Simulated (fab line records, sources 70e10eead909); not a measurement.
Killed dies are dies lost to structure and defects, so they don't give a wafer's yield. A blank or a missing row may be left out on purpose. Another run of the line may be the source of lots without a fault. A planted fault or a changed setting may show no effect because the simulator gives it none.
fab line records	flow nand-harc
record lots=15	wafers=43	last-day=34
route steps=1302 shown A_ONON_D1@438 A_CHANNEL_HOLE_D1@451 END@1302
lots that met no fault: taken from a fault-free run of the same line
start-h: hours from the record's opening day to when the first of the lot's shown wafers began	wait-h: how many hours have passed since the lot's step before this one	" identical to the entry in the row above	L1.1+2: several wafers, shown together as one row	- either no value or no given start	* or withheld: withheld	< > ~ a bound
route shown NAME@n: NAME is a module with steps in the file, n the number in the route of the first one	usual: average and standard deviation across the fault-free wafers	same: alike in all rows	chamber/n: place in a boat	sites: each site's reading	_std_site: the standard deviation of these	_edge_site: inner sites' mean taken away from outer sites' mean	radius-mm: for every site, how far away it sits from the centre of the wafer	mask NAME#n: copy n	behind: the most recent tool/chamber to have shaped the wafer	hold: why the lot was held/for how many hours/how that ended	device: which transistor (n, p or np) failed to switch	end of line: tests of these same wafers at the route's end	a step with no rows: only its recipe	killed: count of dies lost to structure and defects at first sort (not the wafer's yield)	map: the dies of a wafer, with x for killed, . for not killed, _ for no die there
set.NAME: the setting that was run; set.NAME@STEP: the one run at that earlier step	model.NAME: the simulator's own value behind a step, which no gauge read
a sample of lots followed through the steps of the route, with each step as a table and each wafer as a row
services: from which hour (start-h, from the record's first day; less than 0 if before it) a tool's chamber was out of use, for how many hours, and why
## steps
# step NHARC_A_ONON_D1_DEP_19
# recipe target-thk-a=10000	n2-flow-sccm=2750	n2o-flow-sccm=2000	nh3-flow-sccm=500	sih4-flow-sccm=210	temp-c=400
lot.wafer	tool	chamber	start-h	wait-h
L966.1+2+6	pecvd-onon-03	0	176.88	0.1
L965.3+4+5	pecvd-onon-04	0	177.00	0.2
L967.3+4+5	pecvd-onon-04	0	192.35	0.2
L968.1+2+3	pecvd-onon-03	0	203.79	0.1
L969.1+2+6	pecvd-onon-02	0	203.79	0.1
L970.2+3+5	pecvd-onon-02	0	228.54	0.1
L972.1+2+4	pecvd-onon-02	0	236.19	0.1
L974.1+3+6	pecvd-onon-02	0	253.89	0.1
L976.1+2+5	pecvd-onon-04	0	282.46	0.1
L977.2+3+5	pecvd-onon-03	0	287.77	0.1
L978.5+6	pecvd-onon-03	0	321.92	0.3
L980.1+2+3	pecvd-onon-03	0	322.04	0.1
L981.3+5	pecvd-onon-03	0	335.63	0.2
L987.1+3+4	pecvd-onon-02	0	396.04	0.1
L988.3+4+6	pecvd-onon-02	0	403.85	0.2
# step NHARC_A_ONON_D1_THK_MEAS_21
# recipe thk-meas-gauge=ellipsometry
# usual thk-nm=1001/10
lot.wafer	tool	chamber	start-h	wait-h	thk-nm
L966.1	film-metro-02	-	177.40	-	985
L966.2	"	-	"	"	987
L966.6	"	-	"	"	985
L965.3	film-metro-01	-	177.40	-	1013
L965.4	"	-	"	"	1014
L965.5	"	-	"	"	1014
L967.3	film-metro-01	-	192.74	-	1018
L967.4	"	-	"	"	1020
L967.5	"	-	"	"	1020
L968.1	film-metro-01	-	204.30	-	993
L968.2	"	-	"	"	994
L968.3	"	-	"	"	994
L969.1	film-metro-02	-	204.30	-	1010
L969.2	"	-	"	"	1010
L969.6	"	-	"	"	1012
L970.2	film-metro-02	-	228.99	-	1001
L970.3	"	-	"	"	1000
L970.5	"	-	"	"	1000
L972.1	film-metro-01	-	236.71	-	979
L972.2	"	-	"	"	979
L972.4	"	-	"	"	978
L974.1	film-metro-02	-	254.40	-	1000
L974.3	"	-	"	"	1002
L974.6	"	-	"	"	1001
L976.1	film-metro-02	-	282.97	-	990
L976.2	"	-	"	"	988
L976.5	"	-	"	"	990
L977.2	film-metro-02	-	288.22	-	1001
L977.3	"	-	"	"	1002
L977.5	"	-	"	"	1002
L978.5	film-metro-02	-	322.20	-	1002
L978.6	"	-	"	"	1163
L980.1	film-metro-01	-	322.55	-	1001
L980.2	"	-	"	"	1002
L980.3	"	-	"	"	1160
L981.3	film-metro-02	-	336.02	-	1162
L981.5	"	-	"	"	999
L987.1	film-metro-01	-	396.56	-	1006
L987.3	"	-	"	"	1006
L987.4	"	-	"	"	1006
L988.3	film-metro-01	-	404.25	-	1011
L988.4	"	-	"	"	1010
L988.6	"	-	"	"	1011
# step NHARC_A_CHANNEL_HOLE_D1_DEP_01
# recipe target-thk-a=1400	target-thk-nm=140	temp-c=400	pressure-torr=3.5	flow-sccm=200	rf-w=350	material=SiON
# usual heater-power-w=792/73
lot.wafer	tool	chamber	start-h	wait-h	heater-power-w
L965.3	pecvd-03	1	181.67	1.0	728
L965.4	"	1	"	"	718
L965.5	"	2	"	"	827
L966.2	pecvd-01	2	181.78	1.3	843
L966.1	"	0	"	"	770
L966.6	"	1	"	"	685
L967.3	pecvd-01	2	202.70	1.0	832
L967.4	"	2	"	"	829
L967.5	"	1	"	"	667
L968.3	pecvd-02	2	212.75	1.0	749
L968.1	"	0	"	"	884
L968.2	"	1	"	"	772
L969.1	pecvd-03	0	213.58	1.6	836
L969.2	"	1	"	"	764
L969.6	"	1	"	"	760
L970.3	pecvd-01	1	233.23	1.0	701
L970.2	"	0	"	"	774
L970.5	"	2	"	"	803
L972.2	pecvd-02	2	240.95	1.3	877
L972.1	"	1	"	"	813
L972.4	"	0	"	"	873
L974.1	pecvd-03	1	264.64	1.6	707
L974.3	"	0	"	"	809
L974.6	"	1	"	"	727
L976.2	pecvd-01	0	287.21	1.3	876
L976.1	"	2	"	"	873
L976.5	"	2	"	"	874
L977.3	pecvd-03	1	296.05	1.0	760
L977.2	"	2	"	"	875
L977.5	"	1	"	"	779
L978.5	pecvd-02	2	326.52	0.4	784
L980.2	pecvd-03	0	328.57	1.3	735
L980.1	"	1	"	"	769
L981.5	pecvd-03	2	341.48	0.6	909
L987.1	pecvd-01	0	400.87	1.6	818
L987.3	"	0	"	"	829
L987.4	"	1	"	"	686
L988.3	pecvd-03	0	408.56	1.0	842
L988.4	"	1	"	"	668
L988.6	"	2	"	"	797
# step NHARC_A_CHANNEL_HOLE_D1_OVL_MEAS_11
# usual overlay-x-nm=0.0/0.8	overlay-y-nm=-0.4/0.84
lot.wafer	tool	chamber	start-h	wait-h	overlay-x-nm	overlay-y-nm
L965.3	overlay-01	-	182.35	-	1.6	-0.6
L965.4	"	-	"	"	1.5	-0.7
L965.5	"	-	"	"	1.2	-1.1
L966.1	overlay-02	-	182.57	-	0.6	-0.3
L966.2	"	-	"	"	0.2	-0.9
L966.6	"	-	"	"	0.4	-0.7
L967.3	overlay-02	-	203.41	-	-0.4	0.0
L967.4	"	-	"	"	0.1	0.2
L967.5	"	-	"	"	-0.3	-0.2
L968.1	overlay-01	-	213.56	-	-0.6	0.4
L968.2	"	-	"	"	0.1	0.9
L968.3	"	-	"	"	-0.1	0.3
L969.1	overlay-01	-	214.36	-	0.9	-1.5
L969.2	"	-	"	"	1.0	-2.0
L969.6	"	-	"	"	1.1	-1.7
L970.2	overlay-01	-	234.03	-	0.4	-0.2
L970.3	"	-	"	"	0.4	0.6
L970.5	"	-	"	"	0.1	-0.6
L972.1	overlay-02	-	241.89	-	-0.1	-1.4
L972.2	"	-	"	"	-0.6	-1.3
L972.4	"	-	"	"	-0.3	-2.2
L974.1	overlay-02	-	265.32	-	-2.0	0.2
L974.3	"	-	"	"	-1.9	0.7
L974.6	"	-	"	"	-1.7	0.2
L976.1	overlay-02	-	287.90	-	-0.6	-0.9
L976.2	"	-	"	"	0.0	-1.0
L976.5	"	-	"	"	-0.2	-1.6
L977.2	overlay-01	-	296.83	-	-0.6	-1.4
L977.3	"	-	"	"	0.0	-1.8
L977.5	"	-	"	"	-0.7	-1.1
L978.5	overlay-02	-	327.25	-	0.3	-0.2
L980.1	overlay-02	-	329.40	-	-1.7	-0.3
L980.2	"	-	"	"	-1.3	-0.3
L981.5	overlay-02	-	342.18	-	0.3	-0.8
L987.1	overlay-02	-	401.76	-	-0.1	0.8
L987.3	"	-	"	"	0.4	0.8
L987.4	"	-	"	"	-0.3	1.1
L988.3	overlay-02	-	410.19	-	0.2	-0.3
L988.4	"	-	"	"	-0.1	-0.6
L988.6	"	-	"	"	-0.6	-0.8
# step NHARC_END_SORT_01
# recipe temp-c=25
# usual killed-at-array=49/19	killed-at-other=0.9/1.1	killed-at-periphery=4.0/2.7	killed-dies=54/19	killed-open=3.3/1.8	killed-short=2.6/1.6
# same gross-dies=677
lot.wafer	tool	chamber	start-h	wait-h	killed-at-array	killed-at-other	killed-at-periphery	killed-dies	killed-open	killed-short
L981.3	prober-01	0	716.34	3.1	669	0	8	677	3	2
L981.5	prober-01	0	717.94	3.7	44	2	2	48	4	2
L980.1	prober-02	0	722.56	2.5	26	0	4	30	2	6
L980.2	prober-02	0	723.36	2.8	25	0	1	26	2	3
L980.3	prober-02	0	724.16	3.1	672	1	4	677	5	5
# killed by level:class
L981.3 A_ONON_D1:area-dep=629 A_CHANNEL_HOLE_D2:chamber-film-flake=16 A_CHANNEL_HOLE_D1:chamber-film-flake=9 P_CONTACT:chamber-film-flake=6 A_SLIT:chamber-film-flake=5 A_DECK1_JOINT:chamber-film-flake=3 A_STAIRCASE:chamber-film-flake=2 A_CHANNEL_FILL_D1:geometric-particle:open=1
L981.5 A_CHANNEL_HOLE_D2:chamber-film-flake=17 A_CHANNEL_HOLE_D1:chamber-film-flake=11 A_CONTACT:chamber-film-flake=5 A_STAIRCASE:chamber-film-flake=4 A_CHANNEL_FILL_D2:geometric-particle:open=2 P_CONTACT:chamber-film-flake=2 A_DECK1_JOINT:chamber-film-flake=2 A_ONON_D2:geometric-particle:open=1
L980.1 A_CHANNEL_HOLE_D1:chamber-film-flake=8 A_CONTACT:chamber-film-flake=7 A_CHANNEL_FILL_D1:geometric-particle:short=2 P_ZERO_WELL:chamber-film-flake=2 A_STAIRCASE:chamber-film-flake=2 P_GATE:geometric-particle:open=1 A_ONON_D1:geometric-particle:short=1 A_DECK1_JOINT:geometric-particle:short=1
L980.2 A_CHANNEL_HOLE_D1:chamber-film-flake=9 A_CONTACT:chamber-film-flake=4 A_SLIT:chamber-film-flake=3 A_DECK1_JOINT:chamber-film-flake=2 A_CHANNEL_HOLE_D2:chamber-film-flake=2 P_CONTACT:geometric-particle:open=1 A_ONON_D1:geometric-particle:short=1 A_ONON_D2:geometric-particle:short=1
L980.3 A_ONON_D1:area-dep=642 A_CHANNEL_HOLE_D1:chamber-film-flake=9 A_CONTACT:chamber-film-flake=5 A_STAIRCASE:chamber-film-flake=3 A_SLIT:chamber-film-flake=3 P_CONTACT:geometric-particle:open=2 A_CHANNEL_HOLE_D2:geometric-particle:short=2 P_GATE:geometric-particle:short=1
## services
tool	chamber	start-h	hours	kind
pecvd-03	0	169.78	5.7	repair
pecvd-02	2	176.09	4.2	repair
pecvd-onon-02	-	185.00	13.0	pm
pecvd-03	-	185.75	13.0	pm
pecvd-03	0	185.75	13.0	vent-cycle
pecvd-03	1	185.75	13.0	vent-cycle
pecvd-03	2	185.75	13.0	vent-cycle
pecvd-03	0	198.75	-	clean
pecvd-03	1	198.75	-	clean
pecvd-03	2	198.75	-	clean
pecvd-01	-	210.32	1.2	repair
pecvd-02	-	227.02	13.0	pm
pecvd-onon-03	-	227.43	13.0	pm
pecvd-03	1	254.97	6.6	repair
pecvd-02	1	269.22	14.4	repair
pecvd-02	-	307.47	1.5	repair
pecvd-03	-	309.30	0.9	repair
pecvd-01	-	311.00	13.0	pm
pecvd-onon-04	-	311.06	13.0	pm
pecvd-onon-02	-	366.22	13.0	pm
pecvd-03	-	366.75	13.0	pm
pecvd-01	2	395.70	10.7	repair
pecvd-02	-	408.02	13.0	pm
pecvd-onon-03	-	408.43	13.0	pm
## key
first-sign step=NHARC_A_ONON_D1_THK_MEAS_21	reading=thk-nm	direction=up	sigmas=16	usual=1001	struck=1162
effect step=NHARC_END_SORT_01	reading=killed-dies	direction=up	sigmas=33	usual=54	struck=677
more-kills-born-at NHARC_A_ONON_D1_DEP_19@pecvd-onon-03=1271
met-at NHARC_A_ONON_D1_DEP_19
struck-lots L978,L980,L981
struck-wafers L978.6,L980.3,L981.3
later-rows-left-out L978.6,L980.3,L981.3
sort-left-out L978.6
tester-left-out L978,L980,L981
not-acting-at NHARC_A_CHANNEL_HOLE_D1_DEP_01,NHARC_A_CHANNEL_HOLE_D1_OVL_MEAS_11
onset-between 287.77 321.92
fault kind=process-parameter-drift	tool=pecvd-onon-03	chamber=-	onset-h=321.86	steps=NHARC_A_ONON_D1_DEP_19	channel=target-thk-a	offset=*	shape=step	end-h=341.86	scope=struck-wafers-only	acts-in=*	stated=*
# tester-left-out: of these lots the tester's yield and bins aren't shown, on N5 and GAA mostly nor the transistor test; their killed dies are dies lost to structure and defects alone, not to doping, threshold or leakage, so they don't give the yield
# sort-left-out: the simulated sort isn't trusted on such a fault, so these wafers' sort isn't shown, and their yield isn't known
# later-rows-left-out: the simulator's readings of these wafers behind a module that went badly wrong aren't trusted and aren't shown, but for the sort
